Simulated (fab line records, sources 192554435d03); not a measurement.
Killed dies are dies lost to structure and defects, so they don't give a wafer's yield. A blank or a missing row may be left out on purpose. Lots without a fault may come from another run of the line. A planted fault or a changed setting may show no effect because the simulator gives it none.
Chamber matching | flow n5_finfet | N5_BEOL_M0_SAQP_ALD_48 on ald_sin-01: 4 sister chambers
The step deposits SiO2, target thk 20 nm, pulse time 1 s, co reactant pulse time 1 s. 14 wafers are shown with their chamber, then 7 later ones without.

WAFERS WITH THEIR CHAMBER
wafer  | chamber | heater_power_w (W) | chamber_pressure_Torr (Torr) | precursor_pulse_height_rel
L077.2 | 3       | 74                 | 1.996                        | 0.993
L077.4 | 0       | 85                 | 2.000                        | 0.996
L077.6 | 0       | 87                 | 2.005                        | 1.020
L085.1 | 0       | 86                 | 2.002                        | 1.029
L085.3 | 1       | 72                 | 2.004                        | 1.026
L085.5 | 1       | 71                 | 1.997                        | 1.036
L088.1 | 2       | 72                 | 2.000                        | 0.989
L088.4 | 3       | 74                 | 2.000                        | 1.021
L088.5 | 2       | 72                 | 1.999                        | 1.007
L089.1 | 0       | 86                 | 1.996                        | 0.985
L089.4 | 1       | 71                 | 2.011                        | 1.021
L089.6 | 1       | 75                 | 2.010                        | 1.014
L090.3 | 3       | 75                 | 1.994                        | 0.995
L090.4 | 1       | 75                 | 2.002                        | 0.978

SIGNATURES (means of the wafers above)
reading                    | chamber 0 | chamber 1 | chamber 2 | chamber 3 | scatter within a chamber
heater_power_w             | 86.00     | 72.80     | 72.00     | 74.33     | 1.4
chamber_pressure_Torr      | 2.00075   | 2.00480   | 1.99950   | 1.99667   | 0.00444
precursor_pulse_height_rel | 1.00750   | 1.01500   | 0.99800   | 1.00300   | 0.0197
Rule: a wafer's distance from a chamber is the root of the sum, over the readings, of the square of ((its reading less the chamber's mean) divided by the reading's scatter). The wafer belongs to the nearest chamber; if the next one is less than 2 further off, it can't be placed. The scatter: the root of (the sum of the squares of (reading less its chamber's mean) over the shown wafers, divided by (wafers less chambers)).

WAFERS WITHOUT THEIR CHAMBER
wafer  | heater_power_w (W) | chamber_pressure_Torr (Torr) | precursor_pulse_height_rel
L090.6 | 76                 | 1.999                        | 0.979
L091.2 | 74                 | 2.002                        | 0.989
L091.3 | 86                 | 2.005                        | 1.012
L091.5 | 75                 | 1.997                        | 1.002
L094.2 | 72                 | 2.000                        | 0.983
L094.3 | 72                 | 2.004                        | 1.015
L094.6 | 73                 | 2.008                        | 0.978

WHICH CHAMBER EACH WENT THROUGH
wafer  | from the rows above          | in truth
L090.6 | can't be placed: 3 or 2 or 1 | 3
L091.2 | can't be placed: 3 or 2 or 1 | 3
L091.3 | 0                            | 0
L091.5 | can't be placed: 3 or 2 or 1 | 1
L094.2 | can't be placed: 2 or 1 or 3 | 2
L094.3 | can't be placed: 1 or 2 or 3 | 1
L094.6 | can't be placed: 1 or 2 or 3 | 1
Placed correctly: 1 of 7. Can't be placed from these rows: 6 (the true chamber is among the candidates in 6). Placed wrongly: 0.
